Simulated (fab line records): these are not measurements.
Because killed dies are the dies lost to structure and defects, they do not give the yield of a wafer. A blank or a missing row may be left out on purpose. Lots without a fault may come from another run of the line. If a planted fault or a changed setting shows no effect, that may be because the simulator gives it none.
fab line records	flow n5-finfet
[record] lots = 7	wafers = 21
route steps=1938 shown BEOL_M7@1269 BEOL_M8@1332 BEOL_M9@1404
start-h: hours from the record's opening day to when the first of the lot's shown wafers began	wait-h: time in hours since the lot's previous step	" identical to the entry in the row above	L1.1+2: several wafers, shown together as one row	- value missing, or start not given	* or withheld: withheld	< > ~ a bound
route shown NAME@n: a module of which the file shows steps, and the number in the route of the first	usual: mean/standard deviation taken from wafers without a fault	same: alike in all rows	chamber/n: place in a boat	sites: readings site by site	_std_site: standard deviation of those values	_edge_site: the outer-site mean with the inner-site mean subtracted	radius-mm: how far each site lies from the wafer's centre	mask NAME#n: copy n	behind: the tool/chamber that last shaped the wafer	hold: why the lot was held/for how many hours/how that ended	device: whichever transistor did not switch (one of n, p or np)	end of line: the same wafers' tests at the end of the route	for a step that has no rows: nothing shown but its recipe	killed: not the wafer's yield, but the dies lost to structure and defects at the first sort	map: dies across one wafer; x = killed, . = not, _ = none there
set.NAME: the setting that was run; set.NAME@STEP: the one run at that earlier step	model.NAME: the simulator's own value behind a step, which no gauge read
lots run with intentionally changed settings; tables by step, rows by wafer
[[steps]]
[step N5_BEOL_M7_COAT_60]
[recipe] resist = SiARC	temp-c = 220	time-s = 60	spin-rpm = 1500	resist-thk-nm = 35
lot.wafer	tool	chamber	start-h	wait-h	set.spin-rpm	model.SiARC_of_BEOL_M7_COAT_60.thk-nm
L075.1+2	litho-track-03	0	-	-	1500	35
L075.4	"	0	"	"	1500	35.2
L079.3+4	litho-track-03	0	-	-	1570	34.4
L079.5	"	0	"	"	1500	35.2
L086.2	litho-track-04	0	-	-	1564	34.4
L086.4	"	0	"	"	1500	35
L086.6	"	0	"	"	1500	35.2
L087.3+6	litho-track-04	0	-	-	1500	35
L087.5	"	0	"	"	1500	34.8
L091.2	litho-track-04	0	-	-	1500	35.2
L091.3+4	"	0	"	"	1435	35.8
L095.1	litho-track-04	0	-	-	1500	35.2
L095.4	"	0	"	"	1598	33.8
L095.5	"	0	"	"	1500	35
L096.3	litho-track-04	0	-	-	1608	33.8
L096.4+5	"	0	"	"	1500	35
[step N5_BEOL_M7_COAT_05]
[recipe] resist = CAR-ArF	spin-rpm = 1500	resist-thk-nm = 90
[step N5_BEOL_M7_EBR_07]
[recipe] solvent = PGMEA	ebr-width-mm = 1.5
[step N5_BEOL_M7_DESCUM_16]
[recipe] chemistry = O2	time-s = 7.9	source-power-w = 50	bias-power-w = 20	pressure-mtorr = 20	rf-frequency-hz = 2.712e+07	temp-c = 40	resist = CAR-ArF	o2-flow-sccm = 225
[step N5_BEOL_M7_ETCH_61]
[recipe] chemistry = CF4	target = SiARC	target-depth-a = 455	mask-material = CAR-ArF	time-s = 75.8	ion-energy-ev = 80	pressure-mtorr = 40	source-w = 545	bias-w = 36	Ar_flow_sccm = 100	cf4-flow-sccm = 100	ends = cleared
lot.wafer	tool	chamber	start-h	wait-h	set.spin-rpm@BEOL_M7_COAT_60	model.etch.depth-nm	model.CAR-ArF_of_BEOL_M7_COAT_05.thk-nm
L075.1	rie-diel-01	3	198.94	0.0	1500	35.09	51.4
L075.2	"	0	"	"	1500	35.06	51.4
L075.4	"	3	"	"	1500	35.1	51.6
L079.3	rie-diel-04	0	221.54	0.0	1570	34.46	51.2
L079.4	"	2	"	"	1570	34.32	51.4
L079.5	"	3	"	"	1500	35.23	50.6
L086.2	rie-diel-01	0	269.94	0.0	1564	34.36	51.2
L086.4	"	1	"	"	1500	35.05	50.8
L086.6	"	0	"	"	1500	35.12	50.8
L087.3	rie-diel-01	2	275.31	0.0	1500	35	50.6
L087.5	"	0	"	"	1500	34.86	50.8
L087.6	"	3	"	"	1500	34.92	51
L091.2	rie-diel-03	1	301.10	0.0	1500	35.13	51
L091.3	"	2	"	"	1435	35.87	50
L091.4	"	1	"	"	1435	35.86	50.2
L095.1	rie-diel-04	2	329.45	0.0	1500	35.12	51.4
L095.4	"	0	"	"	1598	33.88	52.2
L095.5	"	2	"	"	1500	35.04	51.2
L096.3	rie-diel-04	0	329.74	0.0	1608	33.82	52.6
L096.4	"	1	"	"	1500	35.06	51.4
L096.5	"	0	"	"	1500	35.02	51.4
[step N5_BEOL_M7_ETCH_62]
[recipe] chemistry = N2/H2	target = SOC	target-depth-a = 1100	overetch-a = 220	mask-material = SiARC	temp-c = 40	time-s = 165	ion-energy-ev = 200	pressure-mtorr = 30	source-w = 840	bias-w = 150	n2-flow-sccm = 200	h2-flow-sccm = 200
lot.wafer	tool	chamber	start-h	wait-h	set.spin-rpm@BEOL_M7_COAT_60	model.SiARC_of_BEOL_M7_COAT_60.thk-nm
L075.1+4	rie-diel-01	3	199.02	0.1	1500	28.2
L075.2	"	0	"	"	1500	28.4
L079.3	rie-diel-04	0	221.60	0.0	1570	28
L079.4	"	2	"	"	1570	27.8
L079.5	"	3	"	"	1500	28.8
L086.2	rie-diel-01	0	270.00	0.0	1564	27.6
L086.4	"	1	"	"	1500	28.2
L086.6	"	0	"	"	1500	28.4
L087.3+6	rie-diel-01	2,3	275.37	0.0	1500	28
L087.5	"	0	"	"	1500	28.2
L091.2	rie-diel-03	1	301.15	0.0	1500	28.4
L091.3+4	"	2,1	"	"	1435	29.2
L095.1	rie-diel-04	2	329.50	0.0	1500	28.4
L095.4	"	0	"	"	1598	27.4
L095.5	"	2	"	"	1500	28.2
L096.3	rie-diel-04	0	329.80	0.0	1608	27.2
L096.4	"	1	"	"	1500	28.2
L096.5	"	0	"	"	1500	28.6
[step N5_BEOL_M7_STRIP_68]
[recipe] chemistry = N2/H2	temp-c = 40	n2-flow-sccm = 200	h2-flow-sccm = 200	rf-frequency-hz = 6e+07
[step N5_BEOL_M7_STRIP_67]
[recipe] chemistry = CF4	resist = SiARC	power-w = 300	bias-power-w = 75	pressure-mtorr = 50	cf4-flow-sccm = 150	rf-frequency-hz = 6e+07
[step N5_BEOL_M7_HM_OPEN_17]
[recipe] chemistry = Cl2/BCl3	target-depth-a = 200	overetch-a = 60	target = TiN	mask-material = SOC	ion-energy-ev = 150	pressure-mtorr = 10	icp-w = 1000	bias-w = 126	Cl2_flow_sccm = 53.25	bcl3-flow-sccm = 21.75	Ar_flow_sccm = 25
lot.wafer	tool	chamber	start-h	wait-h	set.target-thk-a@BEOL_M7_HM_DEP_02	model.etch.depth-nm
L075.1	rie-metal-01	1	199.29	0.0	200	19.94
L075.2	"	0	"	"	200	19.85
L075.4	"	1	"	"	200	19.93
L079.3	rie-metal-01	1	221.81	0.1	200	19.79
L079.4	"	0	"	"	200	19.89
L079.5	"	0	"	"	183.2	18.06
L086.2	rie-metal-03	0	270.19	0.0	200	19.92
L086.4	"	0	"	"	200	19.89
L086.6	"	0	"	"	200	19.84
L087.3	rie-metal-02	0	275.58	0.1	200	19.81
L087.5	"	0	"	"	200	19.85
L087.6	"	1	"	"	186.1	18.5
L091.2	rie-metal-01	1	301.34	0.0	214.7	21.4
L091.3	"	0	"	"	214.7	21.23
L091.4	"	1	"	"	200	19.92
L095.1	rie-metal-03	0	329.69	0.0	200	20.17
L095.4+5	"	0,1	"	"	200	20.14
L096.3	rie-metal-03	0	330.02	0.1	200	20.16
L096.4	"	1	"	"	200	20.37
L096.5	"	1	"	"	200	20.27
[step N5_BEOL_M7_STRIP_19]
[recipe] chemistry = O2	power-w = 400	temp-c = 40	pressure-mtorr = 30	rf-frequency-hz = 6e+07	bias-power-w = 0	overash-fraction = 0.2	o2-flow-sccm = 225
[step N5_BEOL_M7_STRIP_76]
[recipe] chemistry = C4F6/O2	resist = SiARC	rf-frequency-hz = 6e+07
[step N5_BEOL_M7_STRIP_36]
[recipe] chemistry = N2/H2	power-w = 450	temp-c = 40	pressure-mtorr = 20	rf-frequency-hz = 6e+07	overash-fraction = 0.3	bias-power-w = 7	h2-frac = 0.5	n2-flow-sccm = 200	h2-flow-sccm = 200
[step N5_BEOL_M7_TRENCH_ETCH_37]
[recipe] chemistry = C4F6/O2	target-depth-a = 934.78	target = SiCOH_lowk	time-s = 31.2	ion-energy-ev = 250	pressure-mtorr = 30	source-w = 345	bias-w = 185	Ar_flow_sccm = 300	C4F6_flow_sccm = 10	O2_flow_sccm = 10
lot.wafer	tool	chamber	start-h	wait-h	set.target-thk-a@BEOL_M7_HM_DEP_02	model.TiN_of_BEOL_M7_HM_DEP_02.thk-nm
L075.1+2+4	rie-diel-03	2,1,3	-	-	200	17.2
L079.3	rie-diel-03	3	-	-	200	17
L079.4	"	0	"	"	200	17.2
L079.5	"	1	"	"	183.2	15.4
L086.2+4+6	rie-diel-03	1,3,1	-	-	200	17.2
L087.3+5	rie-diel-03	2,1	-	-	200	17.2
L087.6	"	2	"	"	186.1	15.8
L091.2	rie-diel-03	2	-	-	214.7	18.8
L091.3	"	1	"	"	214.7	18.6
L091.4	"	2	"	"	200	17.2
L095.1+4+5	rie-diel-04	2,3,2	-	-	200	17.4
L096.3	rie-diel-01	2	-	-	200	17.4
L096.4+5	"	3,1	"	"	200	17.6
[step N5_BEOL_M8_ILD_DEP_00]
[recipe] material = SiCOH_lowk	target-thk-a = 1797.5	temp-c = 300	precursor = DEMS/porogen	pressure-torr = 5	rf-w = 500	time-s = 33.4
lot.wafer	tool	chamber	start-h	wait-h	set.time-s	model.SiCOH_lowk_of_BEOL_M8_ILD_DEP_00.thk-nm
L075.1	pecvd-01	0	204.24	0.0	33.4	177
L075.2	"	2	"	"	33.4	177.4
L075.4	"	0	"	"	33.4	180.6
L079.3	pecvd-04	0	226.92	0.1	36.56	194.4
L079.4	"	1	"	"	33.4	176.8
L079.5	"	0	"	"	33.4	177.6
L086.2	pecvd-01	2	274.61	0.0	33.4	175.8
L086.4	"	1	"	"	33.4	180.2
L086.6	"	2	"	"	36.37	195.6
L087.3	pecvd-04	0	282.11	0.0	33.4	176
L087.5	"	0	"	"	33.4	178.2
L087.6	"	1	"	"	33.4	180.8
L091.2	pecvd-04	0	306.31	0.1	30.63	164.6
L091.3	"	2	"	"	33.4	178.8
L091.4	"	1	"	"	30.63	166.6
L096.3	pecvd-04	0	333.77	0.0	36.29	193.2
L096.4	"	0	"	"	36.29	197.4
L096.5	"	1	"	"	33.4	181.4
L095.1	pecvd-04	2	333.97	0.0	29.85	162.2
L095.4	"	0	"	"	33.4	181.2
L095.5	"	1	"	"	33.4	182
[step N5_BEOL_M8_CURE_74]
[recipe] temp-c = 385	time-s = 240	ambient = He/Ar	material = SiCOH_lowk
lot.wafer	tool	chamber	start-h	wait-h	set.time-s@BEOL_M8_ILD_DEP_00	model.SiCOH_lowk_of_BEOL_M8_ILD_DEP_00.thk-nm
L075.1	uv-cure-02	0	204.64	0.4	33.4	152.6
L075.2	"	0	"	"	33.4	153
L075.4	"	0	"	"	33.4	155.8
L079.3	uv-cure-02	2	227.16	0.2	36.56	167.8
L079.4	"	2	"	"	33.4	152.6
L079.5	"	2	"	"	33.4	153.2
L086.2	uv-cure-02	2	274.75	0.1	33.4	151.6
L086.4	"	2	"	"	33.4	155.4
L086.6	"	2	"	"	36.37	168.8
L087.3	uv-cure-01	2	282.98	0.9	33.4	151.8
L087.5	"	2	"	"	33.4	153.6
L087.6	"	2	"	"	33.4	155.8
L091.2	uv-cure-02	2	306.54	0.2	30.63	141.8
L091.3	"	2	"	"	33.4	154.2
L091.4	"	2	"	"	30.63	143.4
L096.3	uv-cure-03	0	334.00	0.2	36.29	166.8
L096.4	"	0	"	"	36.29	170.4
L096.5	"	0	"	"	33.4	156.4
L095.1	uv-cure-03	2	334.32	0.3	29.85	139.8
L095.4	"	2	"	"	33.4	156.2
L095.5	"	2	"	"	33.4	157
[step N5_BEOL_M8_THK_MEAS_01]
[recipe] reads = SiCOH_lowk_of_BEOL_M8_ILD_DEP_00
[usual] M8_ILD_THK = 154.4/1.8
lot.wafer	tool	chamber	start-h	wait-h	set.time-s@BEOL_M8_ILD_DEP_00	M8_ILD_THK[nm]
L075.1	film-metro-01	-	205.63	0.8	33.4	152.6
L075.2	"	-	"	"	33.4	152.9
L075.4	"	-	"	"	33.4	155.7
L079.3	film-metro-01	-	227.51	0.3	36.56	167.8
L079.4	"	-	"	"	33.4	152.5
L079.5	"	-	"	"	33.4	153.2
L086.2	film-metro-02	-	275.19	0.4	33.4	151.4
L086.4	"	-	"	"	33.4	155.5
L086.6	"	-	"	"	36.37	168.7
L087.3	film-metro-01	-	283.33	0.3	33.4	151.6
L087.5	"	-	"	"	33.4	153.7
L087.6	"	-	"	"	33.4	155.8
L091.2	film-metro-02	-	307.37	0.7	30.63	141.7
L091.3	"	-	"	"	33.4	154.2
L091.4	"	-	"	"	30.63	143.5
L096.3	film-metro-01	-	334.35	0.3	36.29	166.8
L096.4	"	-	"	"	36.29	170.5
L096.5	"	-	"	"	33.4	156.4
L095.1	film-metro-01	-	334.83	0.4	29.85	139.7
L095.4	"	-	"	"	33.4	156.1
L095.5	"	-	"	"	33.4	156.9
[step N5_BEOL_M8_DESCUM_33]
[recipe] chemistry = O2	time-s = 7	source-power-w = 50	bias-power-w = 20	pressure-mtorr = 20	rf-frequency-hz = 2.712e+07	temp-c = 40	resist = CAR-EUV	o2-flow-sccm = 225
lot.wafer	tool	chamber	start-h	wait-h	set.time-s	model.CAR-EUV_of_BEOL_M8_COAT_22.thk-nm
L075.1	rie-diel-02	3	211.64	0.0	7	26.2
L075.2+4	"	1,2	"	"	7	26
L079.3+4+5	rie-diel-06	3,2,3	233.37	0.4	7	26.2
L086.2+6	rie-diel-02	2	280.33	0.1	5.908	26.6
L086.4	"	1	"	"	7	26
L087.3	rie-diel-05	2	287.64	0.0	7	26
L087.5	"	1	"	"	7.515	25.6
L087.6	"	0	"	"	7	25.8
L091.2+3	rie-diel-05	3,1	312.37	0.0	7	26.2
L091.4	"	2	"	"	6.398	26.4
L096.3	rie-diel-05	2	339.70	0.0	7	26
L096.4+5	"	0,1	"	"	6.099	26.4
L095.1+4	rie-diel-05	1	340.12	0.0	6.585	26.4
L095.5	"	0	"	"	7	26
[step N5_BEOL_M8_ETCH_72]
[recipe] chemistry = N2/H2	target = underlayer	target-depth-a = 65	mask-material = CAR-EUV	time-s = 5.2	ion-energy-ev = 200	pressure-mtorr = 30	source-w = 840	bias-w = 150	n2-flow-sccm = 200	h2-flow-sccm = 200	ends = cleared
lot.wafer	tool	chamber	start-h	wait-h	set.time-s@BEOL_M8_DESCUM_33	model.CAR-EUV_of_BEOL_M8_COAT_22.thk-nm
L075.1	rie-diel-02	3	211.68	0.0	7	20.4
L075.2+4	"	1,2	"	"	7	20.2
L079.3+5	rie-diel-06	3	233.41	0.0	7	20.4
L079.4	"	2	"	"	7	20.6
L086.2	rie-diel-02	2	280.36	0.0	5.908	21
L086.4	"	1	"	"	7	20.2
L086.6	"	2	"	"	5.908	20.8
L087.3+6	rie-diel-05	2,0	287.67	0.0	7	20.2
L087.5	"	1	"	"	7.515	20
L091.2+3	rie-diel-05	3,1	312.40	0.0	7	20.4
L091.4	"	2	"	"	6.398	20.6
L096.3	rie-diel-05	2	339.73	0.0	7	20.2
L096.4	"	0	"	"	6.099	20.6
L096.5	"	1	"	"	6.099	20.8
L095.1	rie-diel-05	1	340.16	0.0	6.585	20.8
L095.4	"	1	"	"	6.585	20.6
L095.5	"	0	"	"	7	20.4
[step N5_BEOL_M9_PECVD_70]
[recipe] material = SiO2	target-thk-a = 200	temp-c = 400	precursor = TEOS/O2	pressure-torr = 5.5	rf-w = 450	teos-flow-sccm = 53.8	gas = O2	flow-sccm = 3000	time-s = 22.7
lot.wafer	tool	chamber	start-h	wait-h	set.time-s	model.SiO2_of_BEOL_M9_PECVD_70.thk-nm
L075.1	pecvd-04	1	215.41	0.0	22.7	20
L075.2	"	0	"	"	22.7	19.8
L075.4	"	0	"	"	22.7	20.4
L079.3	pecvd-04	1	237.93	0.0	22.7	19.6
L079.4	"	0	"	"	25.02	22.2
L079.5	"	1	"	"	22.7	20
L086.2	pecvd-01	0	284.33	0.0	22.7	19.6
L086.4	"	2	"	"	20.38	18
L086.6	"	0	"	"	22.7	20
L087.3	pecvd-04	0	291.99	0.0	19.71	17.6
L087.5	"	0	"	"	22.7	20.4
L087.6	"	2	"	"	22.7	20.2
L091.2+3	pecvd-04	1,0	316.65	0.0	22.7	19.8
L091.4	"	1	"	"	22.7	20.2
L096.3	pecvd-03	2	342.93	0.0	22.7	19.6
L096.4	"	0	"	"	20.01	18
L096.5	"	2	"	"	20.01	17.6
L095.1	pecvd-01	2	344.47	0.0	22.7	20
L095.4	"	2	"	"	19.86	17.8
L095.5	"	1	"	"	22.7	20.4
[step N5_BEOL_M9_COAT_59]
[recipe] resist = SOC	temp-c = 250	time-s = 60	spin-rpm = 1500	resist-thk-nm = 100
lot.wafer	tool	chamber	start-h	wait-h	set.spin-rpm	model.SOC_of_BEOL_M9_COAT_59.thk-nm
L075.1+2+4	litho-track-03	0	218.00	0.1	1500	99.8
L079.3	litho-track-03	0	238.22	0.1	1617	96.4
L079.4	"	0	"	"	1500	100.4
L079.5	"	0	"	"	1617	96.6
L086.2	litho-track-01	0	286.51	0.1	1500	100
L086.4	"	0	"	"	1500	100.2
L086.6	"	0	"	"	1500	100.4
L087.3+5	litho-track-03	0	292.98	0.1	1500	100
L087.6	"	0	"	"	1500	100.2
L091.2	litho-track-01	0	318.74	0.1	1382	103.6
L091.3	"	0	"	"	1500	100
L091.4	"	0	"	"	1382	104
L096.3	litho-track-04	0	343.88	0.1	1500	100
L096.4+5	"	0	"	"	1500	100.2
L095.1+5	litho-track-01	0	347.10	0.1	1449	101.6
L095.4	"	0	"	"	1500	100.2
[step N5_BEOL_M9_COAT_60]
[recipe] resist = SiARC	temp-c = 220	time-s = 60	spin-rpm = 1500	resist-thk-nm = 30
[step N5_BEOL_M9_COAT_05]
[recipe] resist = CAR-ArF	spin-rpm = 1500	resist-thk-nm = 90
[step N5_BEOL_M9_DESCUM_16]
[recipe] chemistry = O2	time-s = 7.9	source-power-w = 50	bias-power-w = 20	pressure-mtorr = 20	rf-frequency-hz = 2.712e+07	temp-c = 40	resist = CAR-ArF	o2-flow-sccm = 225
[step N5_BEOL_M9_ETCH_61]
[recipe] chemistry = CF4	target = SiARC	target-depth-a = 390	mask-material = CAR-ArF	time-s = 65	ion-energy-ev = 80	pressure-mtorr = 40	source-w = 545	bias-w = 36	Ar_flow_sccm = 100	cf4-flow-sccm = 100	ends = cleared
[step N5_BEOL_M9_ETCH_62]
[recipe] chemistry = N2/H2	target = SOC	target-depth-a = 1100	overetch-a = 220	mask-material = SiARC	temp-c = 40	time-s = 165	ion-energy-ev = 200	pressure-mtorr = 30	source-w = 840	bias-w = 150	n2-flow-sccm = 200	h2-flow-sccm = 200
lot.wafer	tool	chamber	start-h	wait-h	set.spin-rpm@BEOL_M9_COAT_59	model.etch.depth-nm
L075.1	rie-diel-04	3	220.32	0.0	1500	99.89
L075.2	"	2	"	"	1500	99.81
L075.4	"	1	"	"	1500	99.87
L079.3	rie-diel-01	2	238.63	0.0	1617	96.37
L079.4	"	0	"	"	1500	100.3
L079.5	"	3	"	"	1617	96.69
L086.2	rie-diel-03	1	287.04	0.0	1500	100
L086.4	"	2	"	"	1500	100.2
L086.6	"	3	"	"	1500	100.4
L087.3	rie-diel-01	1	293.58	0.0	1500	100.1
L087.5	"	0	"	"	1500	99.91
L087.6	"	1	"	"	1500	100.2
L091.2	rie-diel-04	0	319.28	0.0	1382	103.7
L091.3	"	1	"	"	1500	99.91
L091.4	"	0	"	"	1382	104.1
L096.3	rie-diel-04	1	344.42	0.0	1500	100
L096.4+5	"	3	"	"	1500	100.2
L095.1+5	rie-diel-01	1,3	347.66	0.0	1449	101.6
L095.4	"	0	"	"	1500	100.2
[step N5_BEOL_M9_STRIP_68]
[recipe] chemistry = N2/H2	temp-c = 40	n2-flow-sccm = 200	h2-flow-sccm = 200	rf-frequency-hz = 6e+07
[step N5_BEOL_M9_STRIP_67]
[recipe] chemistry = CF4	resist = SiARC	power-w = 300	bias-power-w = 75	pressure-mtorr = 50	cf4-flow-sccm = 150	rf-frequency-hz = 6e+07
[step N5_BEOL_M9_HM_OPEN_17]
[recipe] chemistry = Cl2/BCl3	target-depth-a = 200	overetch-a = 60	target = TiN	mask-material = SOC	ion-energy-ev = 150	pressure-mtorr = 10	icp-w = 1000	bias-w = 126	Cl2_flow_sccm = 53.25	bcl3-flow-sccm = 21.75	Ar_flow_sccm = 25
lot.wafer	tool	chamber	start-h	wait-h	set.spin-rpm@BEOL_M9_COAT_59	model.SOC_of_BEOL_M9_COAT_59.thk-nm
L075.1	rie-metal-01	1	220.51	0.0	1500	92
L075.2	"	0	"	"	1500	91.8
L075.4	"	1	"	"	1500	92.2
L079.3	rie-metal-03	0	238.88	0.1	1617	88.6
L079.4	"	0	"	"	1500	92.4
L079.5	"	0	"	"	1617	89
L086.2+6	rie-metal-03	0,1	287.23	0.0	1500	92.2
L086.4	"	0	"	"	1500	92.4
L087.3	rie-metal-02	1	293.80	0.1	1500	92
L087.5	"	1	"	"	1500	91.8
L087.6	"	0	"	"	1500	92.4
L091.2	rie-metal-03	0	319.47	0.0	1382	95.8
L091.3	"	0	"	"	1500	92
L091.4	"	1	"	"	1382	96
L096.3	rie-metal-03	1	344.64	0.1	1500	91.8
L096.4+5	"	0	"	"	1500	92.4
L095.1+5	rie-metal-03	1	347.84	0.0	1449	93.6
L095.4	"	1	"	"	1500	92.2
[step N5_BEOL_M9_STRIP_19]
[recipe] chemistry = O2	power-w = 400	temp-c = 40	pressure-mtorr = 30	rf-frequency-hz = 6e+07	bias-power-w = 0	overash-fraction = 0.2	o2-flow-sccm = 225
[step N5_BEOL_M9_STRIP_80]
[recipe] chemistry = N2/H2	time-s = 10	power-w = 450	temp-c = 40	pressure-mtorr = 20	rf-frequency-hz = 6e+07	bias-power-w = 7	n2-flow-sccm = 200	h2-flow-sccm = 200
[step N5_BEOL_M9_HM_STRIP_39]
[recipe] chemistry = peroxide-tin-strip	material = TiN	target-depth-a = 250	temp-c = 50	time-s = 158
lot.wafer	tool	chamber	start-h	wait-h	set.time-s@BEOL_M9_PECVD_70	model.SiO2_of_BEOL_M9_PECVD_70.thk-nm
L075.1+2	wet-bench-04	2,0	228.49	0.0	22.7	19.8
L075.4	"	1	"	"	22.7	20.2
L079.3	wet-bench-05	0	240.18	0.0	22.7	19.6
L079.4	"	4	"	"	25.02	22
L079.5	"	2	"	"	22.7	20
L086.2	wet-bench-04	4	288.37	0.0	22.7	19.4
L086.4	"	3	"	"	20.38	17.8
L086.6	"	7	"	"	22.7	19.8
L087.3	wet-bench-04	5	296.54	0.0	19.71	17.4
L087.5+6	"	7,6	"	"	22.7	20.2
L091.2+3	wet-bench-05	7,1	324.29	0.0	22.7	19.6
L091.4	"	6	"	"	22.7	20.2
L096.3	wet-bench-02	0	347.64	0.0	22.7	19.6
L096.4	"	3	"	"	20.01	17.8
L096.5	"	4	"	"	20.01	17.4
L095.1	wet-bench-02	4	349.95	0.0	22.7	20
L095.4	"	1	"	"	19.86	17.6
L095.5	"	2	"	"	22.7	20.2
[[key]]
[split] step = N5_BEOL_M7_COAT_60	setting = spin-rpm	stated = 1500	by = wafer
[response] step = N5_BEOL_M7_COAT_60	reading = model.SiARC_of_BEOL_M7_COAT_60.thk-nm	change = -0.173	per = 1%	r = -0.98
[response] step = N5_BEOL_M7_ETCH_61	reading = model.etch.depth-nm	change = -0.175	per = 1%	r = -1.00
[response] step = N5_BEOL_M7_ETCH_61	reading = model.CAR-ArF_of_BEOL_M7_COAT_05.thk-nm	change = +0.153	per = 1%	r = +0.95
[response] step = N5_BEOL_M7_ETCH_62	reading = model.SiARC_of_BEOL_M7_COAT_60.thk-nm	change = -0.164	per = 1%	r = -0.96
[split] step = N5_BEOL_M8_ILD_DEP_00	setting = time-s	stated = 33.4	by = wafer
[response] step = N5_BEOL_M8_ILD_DEP_00	reading = model.SiCOH_lowk_of_BEOL_M8_ILD_DEP_00.thk-nm	change = +1.78	per = 1%	r = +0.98
[response] step = N5_BEOL_M8_CURE_74	reading = model.SiCOH_lowk_of_BEOL_M8_ILD_DEP_00.thk-nm	change = +1.55	per = 1%	r = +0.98
[response] step = N5_BEOL_M8_THK_MEAS_01	reading = M8_ILD_THK	change = +1.55	per = 1%	r = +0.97
[split] step = N5_BEOL_M8_DESCUM_33	setting = time-s	stated = 7	by = wafer
[response] step = N5_BEOL_M8_DESCUM_33	reading = model.CAR-EUV_of_BEOL_M8_COAT_22.thk-nm	change = -0.0364	per = 1%	r = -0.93
[response] step = N5_BEOL_M8_ETCH_72	reading = model.CAR-EUV_of_BEOL_M8_COAT_22.thk-nm	change = -0.039	per = 1%	r = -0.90
[split] step = N5_BEOL_M9_PECVD_70	setting = time-s	stated = 22.7	by = wafer
[response] step = N5_BEOL_M9_PECVD_70	reading = model.SiO2_of_BEOL_M9_PECVD_70.thk-nm	change = +0.191	per = 1%	r = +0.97
[response] step = N5_BEOL_M9_HM_STRIP_39	reading = model.SiO2_of_BEOL_M9_PECVD_70.thk-nm	change = +0.195	per = 1%	r = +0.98
[split] step = N5_BEOL_M9_COAT_59	setting = spin-rpm	stated = 1500	by = wafer
[response] step = N5_BEOL_M9_COAT_59	reading = model.SOC_of_BEOL_M9_COAT_59.thk-nm	change = -0.485	per = 1%	r = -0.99
[response] step = N5_BEOL_M9_ETCH_62	reading = model.etch.depth-nm	change = -0.488	per = 1%	r = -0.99
[response] step = N5_BEOL_M9_HM_OPEN_17	reading = model.SOC_of_BEOL_M9_COAT_59.thk-nm	change = -0.473	per = 1%	r = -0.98
split outside-this-file step=N5_BEOL_M7_HM_DEP_02 setting=target-thk-a
// split outside-this-file: this setting was split too, and the file shows its column; the key of that split is in another file
